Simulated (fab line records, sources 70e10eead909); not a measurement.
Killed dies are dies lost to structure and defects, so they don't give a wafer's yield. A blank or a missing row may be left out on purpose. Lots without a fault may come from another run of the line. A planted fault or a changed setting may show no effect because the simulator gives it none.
Problem report in the 8D (eight disciplines) form, filled by code | flow nand_harc | the parts of the form that need people (team, actions taken, sign-off) are left out

1. THE PROBLEM
run_length_s at NHARC_THIN_TSV_ETCH_36 reads a mean of 35.3 s on 3 wafers of 2 lots; wafers without a fault read 39.8 s with a standard deviation of 0.48. That is -9.3 standard deviations from the usual mean.
The step: etches the open film in Cl2/BCl3, target depth 65 nm, time 18.571 s.
First seen on wafer L568.1, day 21 18:23, on rie_metal-03. The record holds 42 wafers of 14 lots with a number at this step. Rule for "out", or "out of limits": more than 4 standard deviations from the usual mean. The other wafers with a number count as sound.

2. WHAT IT IS AND WHAT IT IS NOT
question                    | is                     | is not
which readings at this step | run_length_s           | chamber_pressure_mTorr, drypump_motor_current_A, oes_product_au
which lots                  | L566, L568             | L554, L555, L556, L557, L559, L564, L569, L572, L573, L575, L576, L577
which wafers of those lots  | L566.1, L568.1, L568.6 | L566.2, L566.3, L568.5
read on which tools         | rie_metal-03           | rie_metal-01, rie_metal-02
when                        | from day 21 18:23      | up to then (19 sound wafers); but 20 sound wafers of L566, L569, L572, L573, L575, L576, L577 came after

3. SUSPECTS, AND WHAT RULES EACH OUT
Counting: a tool at a process step up to the reading stays a suspect if it ran every lot that is out. Sound lots after the first of them don't rule it out here, since some wafers of a struck lot are sound.
- rie_metal-03 at NHARC_THIN_TSV_ETCH_36 (etches the open film in Cl2/BCl3, target depth 65 nm, time 18.571 s): kept. It ran every lot that is out, first L568 (day 21 18:23); its last sound lot up to then is L557 (day 19 02:17). Its own readings are out on those wafers: run_length_s.
Left after counting: rie_metal-03 at NHARC_THIN_TSV_ETCH_36.

4. THE CAUSE (what the simulator had put in)
Process parameter drift: rie_metal-03, from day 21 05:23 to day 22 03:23, at NHARC_THIN_TSV_ETCH_36. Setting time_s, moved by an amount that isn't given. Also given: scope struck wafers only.
Counting left only this tool.

5. THE CHAIN OF EFFECTS, in route order
Each row: a reading whose mean over the struck wafers that have a number lies more than 3 standard deviations from the usual. Only readings for which the record gives a usual standard deviation are gone through. hours: the time from each lot's start at the first step in this table that gives one to its start at this step, as a median over the lots. sigmas: the change in usual standard deviations.
hours | step                   | reading      | usual  | on struck wafers | change | sigmas
0     | NHARC_THIN_TSV_ETCH_36 | run_length_s | 39.8 s | 35.3             | -4.5   | -9.3
The process steps in it:
- NHARC_THIN_TSV_ETCH_36: etches the open film in Cl2/BCl3, target depth 65 nm, time 18.571 s.

6. WHAT WOULD HAVE CAUGHT IT SOONER
In this record the first reading out of limits was taken at day 21 18:23, 13 hours after the fault began at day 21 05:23.
